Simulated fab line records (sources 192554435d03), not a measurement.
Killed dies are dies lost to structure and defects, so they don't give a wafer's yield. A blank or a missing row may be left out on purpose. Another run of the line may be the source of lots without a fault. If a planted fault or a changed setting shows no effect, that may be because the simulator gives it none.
2 desks, one fault || flow n5 finfet || only its own numbers are on each desk; what lay behind them is given at the end

== METROLOGY DESK ==
Lot by lot, what the gauges showed, no matter which tool ran the lot: averages of those sampled wafers that carry a number. Marked OUT: a lot whose mean sits more than 4 standard deviations from the usual mean, which makes it out of limits; the brackets give that distance.
Columns: A = V5_OVL at N5_BEOL_M6_OVL_MEAS_29, usual 0.1 nm; B = cd nm at N5_BEOL_M6_CD_MEAS_35, usual 40.0 nm
{"lot": "L816", "first seen here": "day 9 09:02", "A": -0.9, "B": 41.2}
{"lot": "L818", "first seen here": "day 9 16:23", "A": -0.7, "B": 39.7}
{"lot": "L819", "first seen here": "day 10 12:04", "A": -0.5, "B": 39.6}
{"lot": "L820", "first seen here": "day 10 22:31", "A": 1.1, "B": 40.0}
{"lot": "L829", "first seen here": "day 13 06:37", "A": 0.0, "B": 40.1}
{"lot": "L834", "first seen here": "day 14 08:00", "A": -0.5, "B": 40.3}
{"lot": "L835", "first seen here": "day 14 08:52", "A": 0.6, "B": 39.1}
{"lot": "L836", "first seen here": "day 14 13:04", "A": -0.9, "B": 41.1}
{"lot": "L837", "first seen here": "day 14 19:11", "A": 0.5, "B": 40.1}
{"lot": "L839", "first seen here": "day 15 21:38", "A": 1.0, "B": 39.4}
Result from this desk: across the 10 lots, nothing is out of limits.

== THE TOOL OWNER'S DESK: rie diel-02 ==
The tool's own readings at N5_BEOL_M6_TRENCH_ETCH_37 (etches SiCOH lowk in C4F6/O2, target depth 94.435 nm, time 31.5 s): means of the sampled wafers that have a number, for each lot that ran on this tool. Marked OUT: a lot whose mean sits more than 4 standard deviations from the usual mean, which makes it out of limits; the brackets give that distance.
Columns: A = bias w at N5_BEOL_M6_TRENCH_ETCH_37, usual 185.0 W; B = drypump motor current A at N5_BEOL_M6_TRENCH_ETCH_37, usual 5.9 A; C = mfc ar sccm at N5_BEOL_M6_TRENCH_ETCH_37, usual 300.0 sccm; D = oes product au at N5_BEOL_M6_TRENCH_ETCH_37, usual 0.80 a.u.; E = rf vpp V at N5_BEOL_M6_TRENCH_ETCH_37, usual 668 V; F = showerhead plenum p Torr at N5_BEOL_M6_TRENCH_ETCH_37, usual 2.87 Torr; G = throttle valve pct at N5_BEOL_M6_TRENCH_ETCH_37, usual 20.83 %
{"lot": "L829", "first seen here": "day 13 07:01", "A": "182.4 (-4.5) OUT", "B": 5.4, "C": 300.7, "D": 0.77, "E": 661, "F": 2.98, "G": 20.87}
This desk finds L829 out of limits, L829 being first, at day 13 07:01 (bias w at N5_BEOL_M6_TRENCH_ETCH_37). In limits: none.

== TAKEN TOGETHER ==
The tool owner's desk had the chance to raise an alarm at day 13 07:01 on L829.
Nothing out of limits was seen by the metrology desk.
The metrology desk has L829 on record, within its limits.
The lots listed all ran N5_BEOL_M6_TRENCH_ETCH_37 on rie diel-02.

== WHAT THE SIMULATOR HAD INSERTED ==
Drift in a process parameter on rie diel-02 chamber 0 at N5_BEOL_M6_TRENCH_ETCH_37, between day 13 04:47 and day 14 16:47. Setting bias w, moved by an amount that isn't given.
Struck lots among those shown: L829.
Time in hours from fault onset to the first out-of-limits reading at each desk: the tool owner's desk, 2.
